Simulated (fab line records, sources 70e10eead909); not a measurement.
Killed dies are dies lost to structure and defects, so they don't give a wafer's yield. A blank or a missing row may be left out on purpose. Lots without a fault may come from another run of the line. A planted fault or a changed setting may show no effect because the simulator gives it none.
fab line records | flow nand_harc
record lots=12 wafers=35 last_day=34
route steps=1302 shown P_GATE@145 END@1302
lots that met no fault: from a run of the same line without faults
start_h: hours from the record's first day to the start of the lot's first wafer shown | wait_h: hours since the lot's step before | " the same as in the row above | L1.1+2: a row that stands for several wafers | - no value, or no start given | * or withheld: withheld | < > ~ a bound
route shown NAME@n: a module of which the file shows steps, and the number in the route of the first | usual: mean/standard deviation of fault-free wafers | same: alike in all rows | chamber/n: place in a boat | sites: the reading at each site | _std_site: their standard deviation | _edge_site: outer sites' mean less inner sites' | radius_mm: how far each site lies from the wafer's centre | mask NAME#n: copy n | behind: the tool/chamber that last shaped the wafer | hold: why the lot was held/for how many hours/how that ended | device: the transistor (n, p or np) that didn't switch | end of line: the same wafers' tests at the end of the route | a step without rows: its recipe alone | killed: dies lost to structure and defects at the first sort, not the wafer's yield | map: a wafer's dies, x killed, . not, _ none there
set.NAME: the setting as run; set.NAME@STEP: as run at that earlier step | model.NAME: the simulator's own value behind a step, which no gauge read
steps of the route over a sample of lots; a table a step, a row a wafer
services: from which hour (start_h, from the record's first day; less than 0 if before it) a tool's chamber was out of use, for how many hours, and why
## steps
# step NHARC_P_GATE_ETCH_104
# recipe target_depth_a=600 time_s=withheld cf4_flow_sccm=100 chf3_flow_sccm=30 ar_flow_sccm=0 rf_w=500 bias_w=200 chemistry=CF4/CHF3
# usual drypump_motor_current_A=5.5/0.33 oes_product_au=0.949/0.024 rf_vpp_V=370.9/2.1 showerhead_plenum_p_Torr=1.58/0.062 throttle_valve_pct=16.803/0.009
# columns lot.wafer tool chamber start_h wait_h drypump_motor_current_A oes_product_au rf_vpp_V showerhead_plenum_p_Torr throttle_valve_pct
L303.4 rie_diel-11 2 105.77 0.1 5.9 0.934 367.1 1.51 16.802
L303.2 " 3 " " 5.4 0.919 368.5 1.52 16.801
L303.1 " 0 " " 5.9 0.940 370.7 1.59 16.798
L306.3 rie_diel-01 3 142.86 0.1 5.8 0.924 374.4 1.66 16.801
L306.2 " 1 " " 5.4 0.916 371.9 1.66 16.803
L306.4 " 2 " " 5.6 0.919 370.5 1.55 16.809
L310.1 rie_diel-11 3 178.88 0.1 5.4 0.970 368.2 1.52 16.804
L310.2 " 0 " " 5.9 0.974 370.2 1.58 16.808
L310.6 " 3 " " 5.4 0.965 367.5 1.52 16.795
L311.1 rie_diel-03 0 188.10 0.1 5.3 0.956 369.3 1.54 16.793
L311.2 " 1 " " 6.0 0.964 369.1 1.52 16.783
L311.6 " 0 " " 5.3 0.959 369.3 1.54 16.810
L312.3 rie_diel-03 1 194.07 0.1 6.0 0.970 368.5 1.52 16.797
L312.1 " 3 " " 5.1 0.979 371.3 1.59 16.806
L318.3 rie_diel-01 2 262.59 0.1 5.6 0.919 369.0 1.55 16.796
L318.4 " 3 " " 5.7 0.925 372.9 1.66 16.794
L318.2 " 0 " " 4.9 0.919 373.6 1.67 16.795
L320.3 rie_diel-03 2 274.38 0.1 5.3 0.986 367.6 1.48 16.788
L320.1 " 3 " " 5.1 0.977 370.5 1.59 16.788
L320.6 " 1 " " 6.0 0.956 368.6 1.51 16.811
L321.1 rie_diel-01 1 291.67 0.1 5.4 0.925 373.1 1.66 16.791
L321.4 " 3 " " 5.8 0.938 372.9 1.66 16.799
L321.6 " 0 " " 4.9 0.958 374.4 1.67 16.800
L322.2 rie_diel-03 0 296.15 0.1 5.3 0.980 368.6 1.54 16.800
L322.1 " 1 " " 6.0 0.985 370.3 1.51 16.810
L322.4 " 2 " " 5.3 0.961 366.9 1.48 16.815
L323.3 rie_diel-01 0 304.59 0.1 4.9 0.955 372.7 1.67 16.812
L323.1 " 3 " " 5.7 0.963 373.0 1.66 16.807
L323.5 " 0 " " 4.9 0.965 373.3 1.67 16.780
L324.2 rie_diel-01 3 322.05 0.1 5.7 0.959 372.5 1.66 16.794
L324.6 " 1 " " 5.4 0.973 373.1 1.66 16.802
L324.5 " 2 " " 5.7 0.954 370.2 1.55 16.803
L325.1 rie_diel-01 1 323.83 0.1 5.4 0.915 373.9 1.66 16.812
L325.4 " 0 " " 4.9 0.910 373.0 1.67 16.803
L325.5 " 2 " " 5.6 0.919 370.9 1.55 16.807
# step NHARC_P_GATE_ETCH_114
# recipe target_depth_a=300 overetch_a=30 time_s=16.5 ion_energy_ev=100 cf4_flow_sccm=80 o2_flow_sccm=20 ar_flow_sccm=0 rf_w=300 bias_w=100 chemistry=CF4/O2
# usual drypump_motor_current_A=5.5/0.35 oes_product_au=0.997/0.0074 rf_vpp_V=198.0/1.5 showerhead_plenum_p_Torr=1.34/0.055 throttle_valve_pct=13.396/0.0088
# columns lot.wafer tool chamber start_h wait_h drypump_motor_current_A oes_product_au rf_hours_counter_h rf_vpp_V showerhead_plenum_p_Torr throttle_valve_pct
L303.4 rie_diel-11 2 - - 5.9 1.012 1.5 197.2 1.28 13.403
L303.2 " 3 " " 5.4 0.988 1.6 195.5 1.29 13.404
L303.1 " 1 " " 5.9 0.995 1.1 198.4 1.33 13.411
L306.2 rie_diel-01 3 - - 5.7 0.998 8.5 199.8 1.41 13.383
L306.3 " 1 " " 5.4 1.000 6.7 199.3 1.41 13.399
L306.4 " 3 " " 5.7 0.996 - 199.1 1.41 13.385
L310.1 rie_diel-11 1 - - 6.0 0.996 3.8 197.8 1.33 13.388
L310.2 " 3 " " 5.4 0.992 4.2 197.3 1.29 13.393
L310.6 " 0 " " 5.9 1.003 - 197.6 1.34 13.394
L311.1 rie_diel-03 2 - - 5.3 0.990 4.9 193.4 1.25 13.389
L311.2 " 3 " " 5.1 1.009 4.6 196.3 1.35 13.403
L311.6 " 2 " " 5.3 0.994 - 195.7 1.25 13.400
L312.3 rie_diel-03 1 - - 6.0 0.995 4.5 195.9 1.28 13.406
L312.1 " 2 " " 5.3 0.996 5.0 195.2 1.25 13.404
L318.2 rie_diel-01 3 - - 5.7 1.000 2.7 199.0 1.41 13.403
L318.3 " 0 " " 4.9 0.993 3.7 199.3 1.42 13.412
L318.4 " 1 " " 5.3 1.003 3.2 198.8 1.41 13.412
L320.3 rie_diel-03 3 - - 5.1 0.999 8.6 197.3 1.35 13.409
L320.1 " 0 " " 5.3 1.001 7.4 197.5 1.31 13.406
L320.6 " 0 " " 5.3 0.998 - 198.8 1.31 13.416
L321.1 rie_diel-01 0 - - 4.9 0.995 5.1 198.1 1.42 13.396
L321.4 " 2 " " 5.7 0.998 5.2 198.0 1.32 13.385
L321.6 " 3 " " 5.7 1.005 - 198.9 1.41 13.413
L322.2 rie_diel-03 2 - - 5.3 0.990 0.2 195.3 1.25 13.387
L322.1 " 3 " " 5.1 1.005 0.2 196.5 1.35 13.392
L322.4 " 0 " " 5.3 1.011 0.3 196.1 1.30 13.381
L323.3 rie_diel-01 1 - - 5.4 1.003 5.4 201.0 1.41 13.411
L323.1 " 0 " " 4.9 0.990 6.1 200.0 1.42 13.393
L323.5 " 2 " " 5.6 0.987 - 197.9 1.32 13.401
L324.2 rie_diel-01 3 - - 5.7 0.997 7.1 199.3 1.41 13.384
L324.5 " 1 " " 5.4 1.001 - 199.4 1.41 13.373
L324.6 " 2 " " 5.7 0.987 - 197.5 1.32 13.393
L325.1 rie_diel-01 0 - - 4.9 0.993 7.3 200.2 1.42 13.394
L325.4 " 2 " " 5.6 0.996 6.5 197.9 1.32 13.392
L325.5 " 3 " " 5.7 0.991 - 200.1 1.41 13.406
# step NHARC_P_GATE_EXPOSE_43
# recipe na=0.6 target_cd_nm=720 dose_mj=14.81 mask_id=P_NSD
# usual stage_vel_mm_s=499.98/0.24
# columns lot.wafer tool chamber start_h wait_h mask stage_vel_mm_s
L303.1 krf_scanner-03 0 117.26 - P_NSD#0 500.11
L303.2 " 0 " " P_NSD#0 499.84
L303.4 " 0 " " P_NSD#0 499.56
L306.2 krf_scanner-03 0 154.34 - P_NSD#0 499.65
L306.3 " 0 " " P_NSD#0 499.79
L306.4 " 0 " " P_NSD#0 500.07
L310.1 krf_scanner-03 0 190.39 - P_NSD#0 499.91
L310.2 " 0 " " P_NSD#0 499.92
L310.6 " 0 " " P_NSD#0 500.23
L311.1 krf_scanner-03 0 199.61 - P_NSD#0 500.12
L311.2 " 0 " " P_NSD#0 500.01
L311.6 " 0 " " P_NSD#0 500.00
L312.1 krf_scanner-03 0 205.46 - P_NSD#0 499.75
L312.3 " 0 " " P_NSD#0 500.02
L318.2 krf_scanner-04 0 274.17 - P_NSD#0 499.78
L318.3 " 0 " " P_NSD#0 500.20
L318.4 " 0 " " P_NSD#0 500.24
L320.1 krf_scanner-04 0 288.02 - P_NSD#0 500.04
L320.3 " 0 " " P_NSD#0 499.77
L320.6 " 0 " " P_NSD#0 499.42
L321.1 krf_scanner-03 0 303.24 - P_NSD#0 500.12
L321.4 " 0 " " P_NSD#0 499.69
L321.6 " 0 " " P_NSD#0 500.09
L322.1 krf_scanner-02 0 307.79 - P_NSD#0 499.86
L322.2 " 0 " " P_NSD#0 499.71
L322.4 " 0 " " P_NSD#0 499.71
L323.1 krf_scanner-02 0 316.00 - P_NSD#0 499.76
L323.3 " 0 " " P_NSD#0 499.75
L323.5 " 0 " " P_NSD#0 499.65
L325.1 krf_scanner-02 0 335.39 - P_NSD#0 500.10
L325.4 " 0 " " P_NSD#0 499.91
L325.5 " 0 " " P_NSD#0 499.57
L324.2 krf_scanner-04 0 335.77 - P_NSD#0 500.38
L324.5 " 0 " " P_NSD#0 499.90
L324.6 " 0 " " P_NSD#0 500.17
# step NHARC_P_GATE_CD_MEAS_46
# recipe target_cd_nm=720 landing_energy_ev=500
# usual cd_nm=720.5/1.2
# columns lot.wafer tool chamber start_h wait_h cd_nm
L303.1 cd_sem-01 0 117.41 - 722.4
L303.2 " 0 " " 722.8
L303.4 " 0 " " 721.6
L306.2 cd_sem-03 0 154.50 - 721.2
L306.3 " 0 " " 720.9
L306.4 " 0 " " 720.5
L310.1 cd_sem-01 0 190.54 - 726.8
L310.2 " 0 " " 720.3
L310.6 " 0 " " 727.2
L311.1 cd_sem-01 0 199.77 - 726.8
L311.2 " 0 " " 717.4
L311.6 " 0 " " 724.5
L312.1 cd_sem-02 0 205.62 - 728.1
L312.3 " 0 " " 721.2
L318.2 cd_sem-01 0 274.33 - 719.8
L318.3 " 0 " " 721.1
L318.4 " 0 " " 720.2
L320.1 cd_sem-02 0 288.18 - 720.2
L320.3 " 0 " " 719.7
L320.6 " 0 " " 717.9
L321.1 cd_sem-03 0 303.40 - 720.5
L321.4 " 0 " " 719.7
L321.6 " 0 " " 718.6
L322.1 cd_sem-01 0 307.95 - 721.5
L322.2 " 0 " " 721.1
L322.4 " 0 " " 722.0
L323.1 cd_sem-01 0 316.16 - 721.6
L323.3 " 0 " " 720.5
L323.5 " 0 " " 722.2
L325.1 cd_sem-02 0 335.55 - 721.5
L325.4 " 0 " " 721.2
L325.5 " 0 " " 720.3
L324.2 cd_sem-02 0 335.93 - 719.6
L324.5 " 0 " " 720.7
L324.6 " 0 " " 721.4
# step NHARC_P_GATE_STRIP_75
# recipe power_w=1500 temp_c=250 chemistry=O2
# usual drypump_motor_current_A=6.1/0.46 heater_power_w=315/23
# columns lot.wafer tool chamber start_h wait_h drypump_motor_current_A heater_power_w rf_hours_counter_h
L303.2 plasma_asher-01 1 118.25 0.3 6.5 305 28
L303.1 " 0 " " 5.6 292 28
L303.4 " 1 " " 6.5 311 -
L306.2 plasma_asher-02 0 155.93 0.3 6.6 336 16
L306.3 " 0 " " 6.6 329 -
L306.4 " 1 " " 5.7 291 -
L310.2 plasma_asher-02 1 191.37 0.3 5.7 294 25
L310.1 " 0 " " 6.6 326 25
L310.6 " 1 " " 5.7 296 -
L311.2 plasma_asher-02 1 200.60 0.2 5.7 297 27
L311.1 " 0 " " 6.6 338 27
L311.6 " 0 " " 6.6 330 -
L312.1 plasma_asher-02 1 206.45 0.3 5.7 297 29
L312.3 " 0 " " 6.6 333 -
L318.2 plasma_asher-02 0 275.20 0.2 6.6 360 5
L318.3 " 1 " " 5.7 285 -
L318.4 " 0 " " 6.6 353 -
L320.1 plasma_asher-02 0 289.02 0.2 6.6 353 9
L320.3 " 1 " " 5.7 290 -
L320.6 " 1 " " 5.7 289 -
L321.1 plasma_asher-01 0 304.24 0.2 5.5 315 25
L321.4 " 0 " " 5.5 321 -
L321.6 " 1 " " 6.5 300 -
L322.2 plasma_asher-01 0 308.77 0.2 5.5 316 27
L322.1 " 1 " " 6.5 300 27
L322.4 " 1 " " 6.5 306 -
L323.1 plasma_asher-02 0 317.00 0.2 6.6 359 13
L323.3 " 1 " " 5.7 295 -
L323.5 " 1 " " 5.7 286 -
L325.1 plasma_asher-01 0 336.38 0.2 5.5 314 32
L325.4 " 0 " " 5.5 320 -
L325.5 " 1 " " 6.4 295 -
L324.2 plasma_asher-02 0 336.95 0.3 6.6 357 17
L324.5 " 0 " " 6.6 349 -
L324.6 " 1 " " 5.7 293 -
# step NHARC_END_SORT_01
# recipe temp_c=25
# usual killed_at_array=53/21 killed_at_other=1.0/1.3 killed_at_periphery=3.8/2.4 killed_dies=58/21 killed_open=3.4/1.9 killed_short=2.4/1.5
# same gross_dies=677
# columns lot.wafer tool chamber start_h wait_h killed_at_array killed_at_other killed_at_periphery killed_dies killed_open killed_short
L310.1 prober-01 0 663.64 2.5 74 1 3 78 5 1
L310.2 prober-01 0 664.44 2.8 86 0 2 88 4 1
L310.6 prober-01 0 667.67 4.0 61 2 6 69 5 2
L312.1 prober-02 0 677.03 2.5 47 1 2 50 2 3
L312.3 prober-02 0 678.64 3.1 56 1 0 57 3 4
L318.2 prober-02 0 743.50 2.8 73 1 4 78 3 5
L318.3 prober-02 0 744.32 3.1 106 0 4 110 4 2
L318.4 prober-02 0 745.13 3.4 72 0 4 76 4 0
L324.2 prober-02 0 805.76 2.8 29 0 2 31 2 1
L324.5 prober-02 0 808.12 3.7 33 1 3 37 4 3
L324.6 prober-02 0 808.91 3.9 28 2 4 34 3 2
# killed by level:class
L310.1 A_SLIT:chamber_film_flake=23 A_CHANNEL_HOLE_D1:chamber_film_flake=21 A_CHANNEL_HOLE_D2:chamber_film_flake=14 A_CONTACT:chamber_film_flake=6 A_SGD_CUT:chamber_film_flake=3 A_M0:geometric_particle:open=2 A_CHANNEL_HOLE_D1:geometric_particle:open=1 A_CHANNEL_FILL_D1:geometric_particle:open=1
L310.2 A_CHANNEL_HOLE_D1:chamber_film_flake=36 A_SLIT:chamber_film_flake=21 A_CHANNEL_HOLE_D2:chamber_film_flake=16 A_CONTACT:chamber_film_flake=4 A_DECK1_JOINT:geometric_particle:open=2 A_CHANNEL_FILL_D1:geometric_particle:short=1 A_CHANNEL_FILL_D1:geometric_particle:open=1 A_ONON_D2:geometric_particle:open=1
L310.6 A_CHANNEL_HOLE_D1:chamber_film_flake=29 A_SLIT:chamber_film_flake=18 A_CHANNEL_HOLE_D2:chamber_film_flake=3 A_SGD_CUT:chamber_film_flake=3 A_CHANNEL_FILL_D1:geometric_particle:short=2 P_M2:chamber_film_flake=2 THIN_TSV:chamber_film_flake=2 P_STI:geometric_particle:open=1
L312.1 A_SLIT:chamber_film_flake=18 A_CHANNEL_HOLE_D1:chamber_film_flake=16 A_WL_FILL:chamber_film_flake=2 A_M1:chamber_film_flake=2 P_CONTACT:geometric_particle:open=1 A_ONON_D1:geometric_particle:short=1 A_DECK1_JOINT:geometric_particle:short=1 A_WL_FILL:geometric_particle:short=1
L312.3 A_SLIT:chamber_film_flake=23 A_CHANNEL_HOLE_D1:chamber_film_flake=16 A_CONTACT:chamber_film_flake=6 A_ONON_D1:geometric_particle:short=1 A_CHANNEL_FILL_D1:geometric_particle:short=1 A_ONON_D2:geometric_particle:open=1 A_SGD_CUT:geometric_particle:open=1 A_WL_FILL:geometric_particle:short=1
L318.2 A_SLIT:chamber_film_flake=21 A_CHANNEL_HOLE_D2:chamber_film_flake=17 A_CHANNEL_HOLE_D1:chamber_film_flake=13 A_CONTACT:chamber_film_flake=8 A_CHANNEL_FILL_D2:chamber_film_flake=5 A_WL_FILL:geometric_particle:short=2 P_ZERO_WELL:chamber_film_flake=2 A_WL_FILL:chamber_film_flake=2
L318.3 A_CHANNEL_HOLE_D1:chamber_film_flake=40 A_SLIT:chamber_film_flake=18 A_CONTACT:chamber_film_flake=16 A_CHANNEL_HOLE_D2:chamber_film_flake=15 A_CHANNEL_FILL_D2:chamber_film_flake=5 A_STAIRCASE:chamber_film_flake=5 P_STI:chamber_film_flake=2 A_CHANNEL_FILL_D1:chamber_film_flake=2
L318.4 A_SLIT:chamber_film_flake=20 A_CHANNEL_HOLE_D1:chamber_film_flake=16 A_CHANNEL_HOLE_D2:chamber_film_flake=15 A_CONTACT:chamber_film_flake=9 A_CHANNEL_FILL_D1:chamber_film_flake=3 A_CHANNEL_FILL_D2:chamber_film_flake=3 P_M2:geometric_particle:open=1 A_ONON_D1:geometric_particle:open=1
L324.2 A_SLIT:chamber_film_flake=12 A_STAIRCASE:chamber_film_flake=5 A_CONTACT:chamber_film_flake=5 A_CHANNEL_FILL_D1:chamber_film_flake=2 A_WL_FILL:chamber_film_flake=2 P_M0:geometric_particle:open=1 A_SOURCE_PLATE:geometric_particle:open=1 A_ONON_D1:geometric_particle:short=1
L324.5 A_CONTACT:chamber_film_flake=11 A_SLIT:chamber_film_flake=10 A_ONON_D2:geometric_particle:open=2 A_WL_FILL:chamber_film_flake=2 P_M1:geometric_particle:open=1 A_CHANNEL_FILL_D1:geometric_particle:short=1 A_ONON_D2:geometric_particle:short=1 A_WL_FILL:geometric_particle:open=1
L324.6 A_SLIT:chamber_film_flake=11 A_CONTACT:chamber_film_flake=8 A_CHANNEL_FILL_D1:chamber_film_flake=3 P_M1:chamber_film_flake=2 P_M0:geometric_particle:open=1 A_CHANNEL_FILL_D2:geometric_particle:short=1 A_SGD_CUT:geometric_particle:short=1 A_SGD_CUT:geometric_particle:open=1
## services
# columns tool chamber start_h hours kind
rie_diel-01 3 87.55 2.7 repair
krf_scanner-04 - 93.40 0.2 repair
rie_diel-03 - 104.30 9.0 pm
plasma_asher-01 - 128.10 3.5 repair
krf_scanner-03 - 137.88 5.4 repair
rie_diel-03 2 140.20 8.8 repair
rie_diel-03 0 140.22 7.3 repair
plasma_asher-01 - 165.13 9.0 pm
rie_diel-11 1 179.52 4.2 repair
rie_diel-11 3 189.08 8.6 repair
rie_diel-01 - 196.79 0.6 repair
rie_diel-11 3 202.24 6.2 repair
rie_diel-01 - 203.83 9.0 pm
krf_scanner-03 - 223.05 8.6 repair
plasma_asher-02 - 249.29 9.0 pm
krf_scanner-03 - 255.10 0.6 repair
rie_diel-11 - 255.53 9.0 pm
rie_diel-01 3 260.05 2.4 repair
rie_diel-01 0 271.69 7.7 repair
plasma_asher-01 - 280.99 4.6 repair
rie_diel-03 - 281.30 9.0 pm
rie_diel-01 - 321.52 0.3 repair
rie_diel-03 1 324.51 2.9 repair
rie_diel-11 3 330.17 27.5 repair
## key
first_sign step=NHARC_P_GATE_CD_MEAS_46 reading=cd_nm direction=up sigmas=5.1 usual=720.5 struck=726.7
effect none on later readings
met_at NHARC_P_GATE_EXPOSE_43
struck_lots L310,L311,L312
struck_wafers L310.1,L310.6,L311.1,L311.6,L312.1
tester_left_out L310,L311,L312
not_acting_at NHARC_P_GATE_ETCH_104,NHARC_P_GATE_ETCH_114,NHARC_P_GATE_STRIP_75
onset_between 154.34 190.39
fault kind=process_parameter_drift tool=krf_scanner-03 chamber=- onset_h=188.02 steps=NHARC_P_GATE_EXPOSE_43 channel=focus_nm offset=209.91 shape=step end_h=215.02 scope=struck_wafers_only
# tester_left_out: of these lots the tester's yield and bins aren't shown, on N5 and GAA mostly nor the transistor test; their killed dies are dies lost to structure and defects alone, not to doping, threshold or leakage, so they don't give the yield
